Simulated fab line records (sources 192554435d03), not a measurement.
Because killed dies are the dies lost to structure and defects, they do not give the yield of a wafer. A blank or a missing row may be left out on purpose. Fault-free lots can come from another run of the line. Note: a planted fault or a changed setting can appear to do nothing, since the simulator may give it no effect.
fab line records    flow n5Finfet    part 1 of 2: steps 1 to 21 of 31
record lots=5  wafers=15  lastDay=18
route steps=1938 shown BEOL_M11@1557
lots that met no fault: taken from a fault-free run of the same line
startH: the number of hours between the record's first day and the start of the first shown wafer of the lot    waitH: time in hours since the lot's previous step    " identical to the entry in the row above    L1.1+2: a single row standing in for several wafers    - no value, or no start given    * or withheld: withheld    < > ~ a bound
route shown NAME@n: NAME is a module with steps in the file, n the number in the route of the first one    usual: the fault-free wafers' mean and standard deviation    same: alike in all rows    chamber/n: place in a boat    sites: readings site by site    _std_site: the standard deviation of these    _edge_site: mean of outer sites minus mean of inner sites    radiusMm: how far each site lies from the wafer's centre    mask NAME#n: copy n    behind: the tool/chamber that last shaped the wafer    hold: the reason the lot was held/the length of the hold in hours/how it ended    device: transistor that didn't switch, given as n, p or np    end of line: the tests these same wafers got at the end of their route    a step with no rows: only its recipe    killed: count of dies lost to structure and defects at first sort (not the wafer's yield)    map: shows each die of a wafer: x if killed, . if not, _ if none is there
set.NAME: setting as actually run; set.NAME@STEP: the setting as run at that earlier step    model.NAME: the simulator's own value behind a step, which no gauge read
lots at some steps of the route; a table a step, a row a wafer
services: the hour from which a tool's chamber was out of use, counted from the record's first day as startH (under 0 if before that day), plus the number of hours and why
## steps
# step N5_BEOL_M11_HM_OPEN_17
# recipe chemistry=Cl2/BCl3  targetDepthA=200  overetchA=60  target=TiN  maskMaterial=SOC  ionEnergyEv=150  pressureMtorr=10  icpW=1000  biasW=126  Cl2_flow_sccm=53.25  bcl3FlowSccm=21.75  Ar_flow_sccm=25
# usual drypumpMotorCurrentA=5.7/0.37  oesProductAu=0.68/0.045  throttleValvePct=22.00/0.21
lot.wafer  tool         chamber  startH  waitH  drypumpMotorCurrentA  oesProductAu  rfHoursCounterH  throttleValvePct
L075.1     rieMetal-03  0        251.49  0.0    6.4                   0.70          26               21.85
L075.2     "            1        "       "      5.8                   0.66          44               22.21
L075.5     "            1        "       "      5.8                   0.67          -                22.21
L077.1     rieMetal-03  1        260.56  0.0    5.8                   0.67          44               22.21
L077.2     "            1        "       "      5.8                   0.66          -                22.22
L077.3     "            1        "       "      5.8                   0.66          -                22.22
L090.1     rieMetal-01  1        325.63  0.0    5.6                   0.69          30               22.14
L090.4     "            0        "       "      6.1                   0.62          -                21.90
L090.5     "            1        "       "      5.6                   0.70          -                22.15
L092.2     rieMetal-01  0        351.32  0.0    6.2                   0.61          73               21.90
L092.3     "            0        "       "      6.2                   0.61          -                21.89
L092.6     "            1        "       "      5.6                   0.69          -                22.15
L095.2     rieMetal-01  0        399.75  0.0    6.1                   0.60          76               21.92
L095.4     "            0        "       "      6.1                   0.60          -                21.91
L095.6     "            1        "       "      5.6                   0.67          -                22.16
# step N5_BEOL_M11_STRIP_19
# recipe chemistry=O2  powerW=400  tempC=40  pressureMtorr=30  rfFrequencyHz=6e+07  biasPowerW=0  overashFraction=0.2  o2FlowSccm=225
# usual drypumpMotorCurrentA=5.6/0.39  oesProductAu=0.78/0.097  rfVppV=3.7/0.6  showerheadPlenumPTorr=2.09/0.057  throttleValvePct=16.65/0.24
lot.wafer  tool        chamber  startH  waitH  drypumpMotorCurrentA  oesProductAu  rfHoursCounterH  rfVppV  showerheadPlenumPTorr  throttleValvePct
L075.1     rieDiel-04  3        251.68  0.2    5.2                   0.68          219              3.1     2.16                   16.81
L075.2     "           1        "       "      5.8                   0.67          227              3.5     2.10                   17.24
L075.5     "           0        "       "      6.0                   0.70          -                3.1     2.15                   16.93
L077.1     rieDiel-04  3        260.76  0.2    5.2                   0.68          222              3.3     2.16                   16.86
L077.2     "           0        "       "      6.0                   0.70          238              3.4     2.15                   16.95
L077.3     "           1        "       "      5.8                   0.67          230              4.1     2.10                   17.25
L090.1     rieDiel-02  0        325.74  0.1    5.5                   0.75          146              4.5     2.02                   16.61
L090.4     "           0        "       "      5.5                   0.75          -                4.1     2.02                   16.60
L090.5     "           2        "       "      5.4                   0.70          -                3.0     2.15                   16.51
L092.2     rieDiel-04  3        351.55  0.2    5.2                   0.65          256              3.9     2.15                   16.90
L092.3     "           0        "       "      6.0                   0.94          9                4.1     2.14                   16.55
L092.6     "           3        "       "      5.2                   0.65          -                2.5     2.15                   16.91
L095.2     rieDiel-03  1        399.86  0.1    4.9                   0.84          71               3.8     2.03                   16.70
L095.4     "           0        "       "      5.6                   0.82          70               3.6     2.02                   16.29
L095.6     "           2        "       "      5.6                   0.79          -                4.0     2.08                   16.46
# step N5_BEOL_M11_CD_MEAS_18
# recipe pitchNm=140  targetCdNm=70
# usual cdNm=69.7/0.97
lot.wafer  tool      chamber  startH  waitH  cdNm
L075.1     cdSem-01  -        251.75  0.0    69.6
L075.2     "         -        "       "      70.5
L075.5     "         -        "       "      70.7
L077.1     cdSem-01  -        260.83  0.0    72.1
L077.2     "         -        "       "      70.1
L077.3     "         -        "       "      70.8
L090.1     cdSem-02  -        325.81  0.0    70.9
L090.4     "         -        "       "      70.0
L090.5     "         -        "       "      69.6
L092.2     cdSem-01  -        351.62  0.1    68.5
L092.3     "         -        "       "      68.2
L092.6     "         -        "       "      69.9
L095.2     cdSem-03  -        399.93  0.1    70.6
L095.4     "         -        "       "      70.6
L095.6     "         -        "       "      69.5
# step N5_BEOL_M11_COAT_63
# recipe resist=SOC  tempC=250  timeS=60  spinRpm=1500  resistThkNm=100
lot.wafer   tool           chamber  startH  waitH
L075.1+2+5  lithoTrack-03  0        255.09  3.3
L077.1+2+3  lithoTrack-03  0        264.14  3.3
L090.1+4+5  lithoTrack-03  0        326.93  1.1
L092.2+3+6  lithoTrack-05  0        353.37  1.7
L095.2+4+6  lithoTrack-02  0        401.10  1.2
# step N5_BEOL_M11_COAT_64
# recipe resist=SiARC  tempC=220  timeS=60  spinRpm=1500  resistThkNm=30
lot.wafer   tool           chamber  startH  waitH
L075.1+2+5  lithoTrack-03  0        -       -
L077.1+2+3  lithoTrack-03  0        -       -
L090.1+4+5  lithoTrack-03  0        -       -
L092.2+3+6  lithoTrack-05  0        -       -
L095.2+4+6  lithoTrack-02  0        -       -
# step N5_BEOL_M11_COAT_22
# recipe resist=CAR-ArF  spinRpm=1500  resistThkNm=90
lot.wafer   tool           chamber  startH  waitH
L075.1+2+5  lithoTrack-03  0        -       -
L077.1+2+3  lithoTrack-03  0        -       -
L090.1+4+5  lithoTrack-03  0        -       -
L092.2+3+6  lithoTrack-05  0        -       -
L095.2+4+6  lithoTrack-02  0        -       -
# step N5_BEOL_M11_EBR_24
# recipe solvent=PGMEA  ebrWidthMm=1.5
lot.wafer   tool           chamber  startH  waitH
L075.1+2+5  lithoTrack-03  0        -       -
L077.1+2+3  lithoTrack-03  0        -       -
L090.1+4+5  lithoTrack-03  0        -       -
L092.2+3+6  lithoTrack-05  0        -       -
L095.2+4+6  lithoTrack-02  0        -       -
# step N5_BEOL_M11_SOFTBAKE_23
# recipe tempC=110  timeS=60  resist=CAR-ArF
lot.wafer   tool           chamber  startH  waitH
L075.1+2+5  lithoTrack-03  0        -       -
L077.1+2+3  lithoTrack-03  0        -       -
L090.1+4+5  lithoTrack-03  0        -       -
L092.2+3+6  lithoTrack-05  0        -       -
L095.2+4+6  lithoTrack-02  0        -       -
# step N5_BEOL_M11_EXPOSE_25
# recipe maskId=V10  na=1.35  sourceShape=annular  sigmaInner=0.5  sigmaOuter=0.8  polarization=unpolarized  doseMj=85.5
# usual exposureDoseMJCm2=85.44/0.086
lot.wafer  tool            chamber  startH  waitH  mask   exposureDoseMJCm2
L075.1     arfiScanner-01  0        255.50  -      V10#0  85.29
L075.2     "               0        "       "      V10#0  85.38
L075.5     "               0        "       "      V10#0  85.40
L077.1     arfiScanner-02  0        264.38  -      V10#0  85.54
L077.2     "               0        "       "      V10#0  85.54
L077.3     "               0        "       "      V10#0  85.49
L090.1     arfiScanner-02  0        327.17  -      V10#0  85.48
L090.4     "               0        "       "      V10#0  85.39
L090.5     "               0        "       "      V10#0  85.41
L092.2     arfiScanner-02  0        353.62  -      V10#0  85.36
L092.3     "               0        "       "      V10#0  85.51
L092.6     "               0        "       "      V10#0  85.37
L095.2     arfiScanner-01  0        401.35  -      V10#0  85.30
L095.4     "               0        "       "      V10#0  85.44
L095.6     "               0        "       "      V10#0  85.57
# step N5_BEOL_M11_PEB_26
# recipe pebTempC=withheld  pebTimeS=60  resist=CAR-ArF
lot.wafer   tool           chamber  startH  waitH
L075.1+2+5  lithoTrack-05  0        255.56  0.1
L077.1+2+3  lithoTrack-05  0        264.44  0.1
L090.1+4+5  lithoTrack-02  0        327.24  0.1
L092.2+3+6  lithoTrack-03  0        353.68  0.1
L095.2+4+6  lithoTrack-02  0        401.40  0.1
# step N5_BEOL_M11_DEVELOP_27
# recipe developTimeS=30  developer=TMAH  resist=CAR-ArF  rinseLiquid=diw  dry=airSpin  devTempC=23
# same developTimeS=30
lot.wafer   tool           chamber  startH  waitH
L075.1+2+5  lithoTrack-05  0        -       -
L077.1+2+3  lithoTrack-05  0        -       -
L090.1+4+5  lithoTrack-02  0        -       -
L092.2+3+6  lithoTrack-03  0        -       -
L095.2+4+6  lithoTrack-02  0        -       -
# step N5_BEOL_M11_CD_MEAS_28
# recipe targetCdNm=70  landingEnergyEv=500  detector=seInlens  polarity=opening
# usual cdNm=70.0/1
# same landingEnergyEv=500
lot.wafer  tool      chamber  startH  waitH  cdNm
L075.1     cdSem-01  0        255.63  -      70.9
L075.2     "         0        "       "      71.0
L075.5     "         0        "       "      71.6
L077.1     cdSem-01  0        264.51  -      71.5
L077.2     "         0        "       "      68.7
L077.3     "         0        "       "      70.1
L090.1     cdSem-02  0        327.31  -      70.3
L090.4     "         0        "       "      68.9
L090.5     "         0        "       "      69.0
L092.2     cdSem-03  0        353.75  -      68.1
L092.3     "         0        "       "      69.1
L092.6     "         0        "       "      68.2
L095.2     cdSem-02  0        401.47  -      70.5
L095.4     "         0        "       "      69.7
L095.6     "         0        "       "      70.5
# step N5_BEOL_M11_OVL_MEAS_29
# recipe pointsPerWafer=44
# usual V10_OVL=-0.1/0.76
lot.wafer  tool        chamber  startH  waitH  V10_OVL[nm]
L075.1     overlay-01  0        255.66  0.0    1.1
L075.2     "           0        "       "      0.0
L075.5     "           0        "       "      1.8
L077.1     overlay-02  0        264.54  0.0    -0.6
L077.2     "           0        "       "      1.1
L077.3     "           0        "       "      -1.0
L090.1     overlay-02  0        327.34  0.0    -0.5
L090.4     "           0        "       "      -0.9
L090.5     "           0        "       "      -0.8
L092.2     overlay-02  0        353.78  0.0    1.4
L092.3     "           0        "       "      0.2
L092.6     "           0        "       "      0.1
L095.2     overlay-02  0        401.50  0.0    -0.1
L095.4     "           0        "       "      -0.3
L095.6     "           0        "       "      0.6
# step N5_BEOL_M11_INSPECT_30
# recipe mode=adi  inspectInstrument=brightfield
# usual rawDefectCount=405/98
lot.wafer  tool              chamber  startH  waitH  rawDefectCount
L075.1     defectInspect-01  -        255.68  0.0    348
L075.2     "                 -        "       "      282
L075.5     "                 -        "       "      360
L077.1     defectInspect-02  -        264.57  0.0    417
L077.2     "                 -        "       "      362
L077.3     "                 -        "       "      306
L090.1     defectInspect-02  -        327.36  0.0    325
L090.4     "                 -        "       "      368
L090.5     "                 -        "       "      443
L092.2     defectInspect-01  -        353.80  0.0    293
L092.3     "                 -        "       "      296
L092.6     "                 -        "       "      304
L095.2     defectInspect-02  -        401.52  0.0    449
L095.4     "                 -        "       "      392
L095.6     "                 -        "       "      493
# step N5_BEOL_M11_DESCUM_33
# recipe chemistry=O2  timeS=7.9  sourcePowerW=50  biasPowerW=20  pressureMtorr=20  rfFrequencyHz=2.712e+07  tempC=40  resist=CAR-ArF  o2FlowSccm=225
# usual drypumpMotorCurrentA=5.6/0.4  oesProductAu=0.78/0.095  rfVppV=243.1/1.3  showerheadPlenumPTorr=2.09/0.055  throttleValvePct=20.40/0.29
lot.wafer  tool        chamber  startH  waitH  drypumpMotorCurrentA  oesProductAu  rfHoursCounterH  rfVppV  showerheadPlenumPTorr  throttleValvePct
L075.1     rieDiel-03  1        255.72  0.0    4.9                   0.89          35               242.0   2.04                   20.45
L075.2     "           3        "       "      6.0                   0.77          166              244.9   2.08                   20.54
L075.5     "           1        "       "      4.9                   0.89          -                242.1   2.03                   20.46
L077.1     rieDiel-04  2        264.60  0.0    5.6                   0.80          104              244.8   2.17                   20.23
L077.2     "           1        "       "      5.8                   0.67          230              241.1   2.09                   21.11
L077.3     "           3        "       "      5.2                   0.67          223              244.8   2.16                   20.63
L090.1     rieDiel-04  3        327.39  0.0    5.2                   0.66          246              245.1   2.15                   20.66
L090.4     "           2        "       "      5.6                   0.77          -                243.8   2.17                   20.26
L090.5     "           1        "       "      5.8                   0.66          -                243.5   2.09                   21.14
L092.2     rieDiel-04  2        353.84  0.0    5.6                   0.77          138              244.9   2.16                   20.29
L092.3     "           1        "       "      5.8                   1.05          0                242.8   2.09                   20.68
L092.6     "           0        "       "      6.0                   0.95          -                243.2   2.14                   20.39
L095.2     rieDiel-02  1        401.69  0.2    6.5                   0.95          6                242.6   2.05                   20.13
L095.4     "           0        "       "      5.5                   0.75          167              241.1   2.01                   20.46
L095.6     "           3        "       "      5.1                   0.90          -                243.3   2.02                   20.16
# step N5_BEOL_M11_ETCH_65
# recipe chemistry=CF4  target=SiARC  targetDepthA=390  maskMaterial=CAR-ArF  timeS=65  ionEnergyEv=80  pressureMtorr=40  sourceW=545  biasW=36  Ar_flow_sccm=100  cf4FlowSccm=100  ends=cleared
# usual drypumpMotorCurrentA=5.6/0.4  etchRfOnTimeS=65.4/1.6  oesProductAu=0.67/0.079  rfVppV=184.0/1  showerheadPlenumPTorr=2.15/0.062  throttleValvePct=15.63/0.23
lot.wafer  tool        chamber  startH  waitH  drypumpMotorCurrentA  etchRfOnTimeS  oesProductAu  rfHoursCounterH  rfVppV  showerheadPlenumPTorr  throttleValvePct
L075.1     rieDiel-03  1        255.75  0.0    4.9                   65.0           0.75          35               182.8   2.11                   15.68
L075.2     "           3        "       "      6.0                   66.1           0.65          166              183.6   2.15                   15.84
L075.5     "           1        "       "      4.9                   65.1           0.76          -                183.5   2.11                   15.68
L077.1     rieDiel-04  2        264.63  0.0    5.6                   62.2           0.69          104              185.8   2.25                   15.57
L077.2     "           1        "       "      5.7                   66.9           0.58          230              183.8   2.12                   16.06
L077.3     "           3        "       "      5.2                   64.3           0.59          223              184.0   2.22                   15.84
L090.1     rieDiel-04  3        327.43  0.0    5.2                   65.3           0.57          246              184.8   2.21                   15.90
L090.4     "           2        "       "      5.6                   64.1           0.68          -                186.1   2.25                   15.60
L090.5     "           1        "       "      5.8                   67.8           0.56          -                184.7   2.12                   16.10
L092.2     rieDiel-04  2        353.87  0.0    5.6                   63.3           0.66          138              185.7   2.24                   15.64
L092.3     "           1        "       "      5.7                   63.8           0.87          0                182.8   2.12                   15.57
L092.6     "           0        "       "      6.0                   66.8           0.79          -                184.1   2.20                   15.55
L095.2     rieDiel-02  1        401.73  0.0    6.5                   61.7           0.82          6                182.4   2.11                   15.28
L095.4     "           0        "       "      5.5                   66.7           0.63          167              183.4   2.05                   15.53
L095.6     "           3        "       "      5.0                   62.9           0.75          -                183.7   2.10                   15.57
# step N5_BEOL_M11_ETCH_66
# recipe chemistry=N2/H2  target=SOC  targetDepthA=1200  overetchA=240  maskMaterial=SiARC  tempC=40  timeS=180  ionEnergyEv=200  pressureMtorr=30  sourceW=840  biasW=150  n2FlowSccm=200  h2FlowSccm=200
# usual drypumpMotorCurrentA=5.6/0.4  n2FlowSccm=200.0/0.61  oesProductAu=0.63/0.071  rfVppV=523.9/2.2  showerheadPlenumPTorr=2.55/0.07  throttleValvePct=17.86/0.29
lot.wafer  tool        chamber  startH  waitH  drypumpMotorCurrentA  n2FlowSccm  oesProductAu  rfHoursCounterH  rfVppV  showerheadPlenumPTorr  throttleValvePct
L075.1     rieDiel-03  1        255.80  0.0    4.9                   199.7       0.71          35               521.5   2.49                   17.90
L075.2     "           3        "       "      6.0                   199.3       0.62          166              522.4   2.54                   18.00
L075.5     "           1        "       "      4.9                   199.9       0.71          -                521.3   2.49                   17.89
L077.1     rieDiel-04  2        264.68  0.0    5.6                   200.1       0.65          104              526.3   2.67                   17.72
L077.2     "           1        "       "      5.8                   199.5       0.55          230              524.2   2.53                   18.51
L077.3     "           3        "       "      5.2                   200.4       0.56          223              527.6   2.64                   18.07
L090.1     rieDiel-04  3        327.48  0.0    5.2                   199.7       0.55          246              525.9   2.63                   18.13
L090.4     "           2        "       "      5.6                   200.3       0.63          -                526.9   2.66                   17.76
L090.5     "           1        "       "      5.8                   199.0       0.54          -                523.2   2.52                   18.55
L092.2     rieDiel-04  2        353.92  0.0    5.6                   199.2       0.62          138              528.0   2.66                   17.80
L092.3     "           1        "       "      5.8                   199.3       0.81          0                522.8   2.52                   18.07
L092.6     "           0        "       "      6.0                   200.9       0.76          -                525.5   2.62                   17.89
L095.2     rieDiel-02  1        401.78  0.0    6.5                   200.8       0.76          6                523.0   2.49                   17.57
L095.4     "           0        "       "      5.5                   198.9       0.61          167              520.9   2.44                   18.03
L095.6     "           3        "       "      5.1                   200.7       0.71          -                521.5   2.49                   17.68
# step N5_BEOL_M11_STRIP_69
# recipe chemistry=N2/H2  tempC=40  n2FlowSccm=200  h2FlowSccm=200  rfFrequencyHz=6e+07
lot.wafer   tool        chamber  startH  waitH
L075.1+2+5  rieDiel-03  1,3,1    255.92  0.1
L077.1+2+3  rieDiel-04  2,1,3    264.80  0.1
L090.1+4+5  rieDiel-04  3,2,1    327.59  0.1
L092.2+3+6  rieDiel-04  2,1,0    354.04  0.1
L095.2+4+6  rieDiel-02  1,0,3    401.89  0.1
# step N5_BEOL_M11_VIA_ETCH_34
# recipe chemistry=C4F6/O2  target=SiCOH_lowk  targetDepthA=1845  maskMaterial=SOC  taperDeg=4  timeS=69.2  ionEnergyEv=250  pressureMtorr=30  sourceW=345  biasW=185  Ar_flow_sccm=300  C4F6_flow_sccm=10  O2_flow_sccm=10
# usual drypumpMotorCurrentA=5.6/0.4  oesProductAu=0.78/0.092  rfVppV=665/18  showerheadPlenumPTorr=2.86/0.085  throttleValvePct=20.98/0.23
lot.wafer  tool        chamber  startH  waitH  drypumpMotorCurrentA  oesProductAu  rfHoursCounterH  rfVppV  showerheadPlenumPTorr  throttleValvePct
L075.1     rieDiel-03  1        255.93  0.0    4.9                   0.89          35               664     2.79                   21.04
L075.2     "           3        "       "      6.0                   0.76          166              636     2.84                   21.03
L075.5     "           1        "       "      4.9                   0.89          -                664     2.79                   21.04
L077.1     rieDiel-04  2        264.81  0.0    5.6                   0.81          104              667     3.03                   21.08
L077.2     "           1        "       "      5.8                   0.67          230              666     2.84                   21.47
L077.3     "           3        "       "      5.2                   0.69          223              656     2.97                   21.24
L090.1     rieDiel-04  3        327.60  0.0    5.2                   0.68          246              655     2.96                   21.27
L090.4     "           2        "       "      5.6                   0.78          -                665     3.01                   21.12
L090.5     "           1        "       "      5.8                   0.66          -                665     2.83                   21.52
L092.2     rieDiel-04  2        354.05  0.0    5.6                   0.77          138              666     3.01                   21.14
L092.3     "           1        "       "      5.8                   1.00          0                664     2.83                   21.09
L092.6     "           0        "       "      6.0                   0.92          -                642     2.90                   20.79
L095.2     rieDiel-02  1        401.90  0.0    6.5                   0.97          6                669     2.81                   20.68
L095.4     "           0        "       "      5.5                   0.74          167              695     2.72                   20.84
L095.6     "           3        "       "      5.1                   0.88          -                633     2.81                   20.97
# step N5_BEOL_M11_STRIP_73
# recipe chemistry=C4F6/O2  resist=SiARC  rfFrequencyHz=6e+07
lot.wafer   tool        chamber  startH  waitH
L075.1+2+5  rieDiel-03  1,3,1    255.98  0.0
L077.1+2+3  rieDiel-04  2,1,3    264.86  0.0
L090.1+4+5  rieDiel-04  3,2,1    327.66  0.0
L092.2+3+6  rieDiel-04  2,1,0    354.10  0.0
L095.2+4+6  rieDiel-02  1,0,3    401.95  0.0
# step N5_BEOL_M11_STRIP_36
# recipe chemistry=N2/H2  powerW=450  tempC=40  pressureMtorr=20  rfFrequencyHz=6e+07  overashFraction=0.3  biasPowerW=7  h2Frac=0.5  n2FlowSccm=200  h2FlowSccm=200
# usual drypumpMotorCurrentA=5.6/0.4  n2FlowSccm=199.9/0.62  oesProductAu=0.78/0.096  rfVppV=59.2/1.9  showerheadPlenumPTorr=2.54/0.07  throttleValvePct=23.7/0.45
lot.wafer  tool        chamber  startH  waitH  drypumpMotorCurrentA  n2FlowSccm  oesProductAu  rfHoursCounterH  rfVppV  showerheadPlenumPTorr  throttleValvePct
L075.1     rieDiel-03  1        255.99  0.0    4.9                   201.1       0.89          35               55.6    2.49                   23.8
L075.2     "           3        "       "      6.0                   200.4       0.78          166              58.0    2.53                   23.9
L075.5     "           1        "       "      4.9                   200.2       0.88          -                59.4    2.49                   23.8
L077.1     rieDiel-04  2        264.87  0.0    5.6                   199.3       0.81          104              60.2    2.67                   23.5
L077.2     "           1        "       "      5.7                   199.7       0.68          230              58.4    2.53                   24.6
L077.3     "           3        "       "      5.2                   198.6       0.68          223              60.0    2.63                   24.1
L090.1     rieDiel-04  3        327.67  0.0    5.2                   200.3       0.66          246              59.3    2.62                   24.1
L090.4     "           2        "       "      5.6                   199.8       0.79          -                60.9    2.66                   23.6
L090.5     "           1        "       "      5.8                   199.5       0.66          -                60.3    2.52                   24.6
L092.2     rieDiel-04  2        354.11  0.0    5.6                   199.7       0.75          138              58.4    2.65                   23.6
L092.3     "           1        "       "      5.7                   200.4       1.03          0                61.4    2.52                   24.1
L092.6     "           0        "       "      6.0                   200.4       0.95          -                58.0    2.62                   24.0
L095.2     rieDiel-02  1        401.96  0.0    6.5                   200.8       0.95          6                58.8    2.49                   23.7
L095.4     "           0        "       "      5.5                   199.6       0.74          167              56.9    2.43                   24.2
L095.6     "           3        "       "      5.1                   199.9       0.89          -                59.3    2.49                   23.3
